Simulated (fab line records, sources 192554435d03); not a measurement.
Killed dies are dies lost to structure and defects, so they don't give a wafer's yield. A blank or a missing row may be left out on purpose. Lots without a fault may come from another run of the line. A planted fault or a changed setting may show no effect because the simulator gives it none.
Chamber matching | flow n5_finfet | N5_FIN_CUT_ETCH_20 on rie_diel-04: 4 sister chambers
The step etches SiARC in CF4, target depth 26 nm, time 43.3 s. 8 wafers are shown with their chamber, then 11 later ones without.

WAFERS WITH THEIR CHAMBER
wafer  | chamber | throttle_valve_pct (%) | showerhead_plenum_p_Torr (Torr)
L081.5 | 1       | 15.28                  | 2.16
L083.4 | 1       | 15.29                  | 2.16
L085.3 | 0       | 16.11                  | 2.12
L085.5 | 3       | 15.55                  | 2.23
L086.1 | 2       | 15.97                  | 2.22
L086.2 | 3       | 15.53                  | 2.22
L086.5 | 2       | 15.96                  | 2.22
L087.2 | 0       | 16.10                  | 2.12

WAFERS WITHOUT THEIR CHAMBER
wafer  | throttle_valve_pct (%) | showerhead_plenum_p_Torr (Torr)
L087.4 | 15.30                  | 2.15
L087.6 | 15.55                  | 2.22
L088.2 | 15.29                  | 2.15
L088.3 | 16.11                  | 2.12
L088.5 | 15.29                  | 2.15
L089.2 | 15.57                  | 2.22
L089.4 | 15.98                  | 2.21
L089.6 | 15.56                  | 2.22
L092.2 | 15.99                  | 2.21
L092.5 | 16.11                  | 2.12
L092.6 | 15.56                  | 2.22

WHICH CHAMBER EACH WENT THROUGH
wafer  | from the rows above | in truth
L087.4 | 1                   | 1
L087.6 | 3                   | 3
L088.2 | 1                   | 1
L088.3 | 0                   | 0
L088.5 | 1                   | 1
L089.2 | 3                   | 3
L089.4 | 2                   | 2
L089.6 | 3                   | 3
L092.2 | 2                   | 2
L092.5 | 0                   | 0
L092.6 | 3                   | 3
Placed correctly: 11 of 11. Can't be placed from these rows: 0. Placed wrongly: 0.
How it was worked out, from the rows above alone: a wafer's distance from a chamber is the root of the sum, over the readings, of the square of ((its reading less the chamber's mean) divided by the reading's scatter). The wafer belongs to the nearest chamber; if the next one is less than 2 further off, it can't be placed. A chamber's mean is the mean of its shown wafers. The scatter: the root of (the sum of the squares of (reading less its chamber's mean) over the shown wafers, divided by (wafers less chambers)).
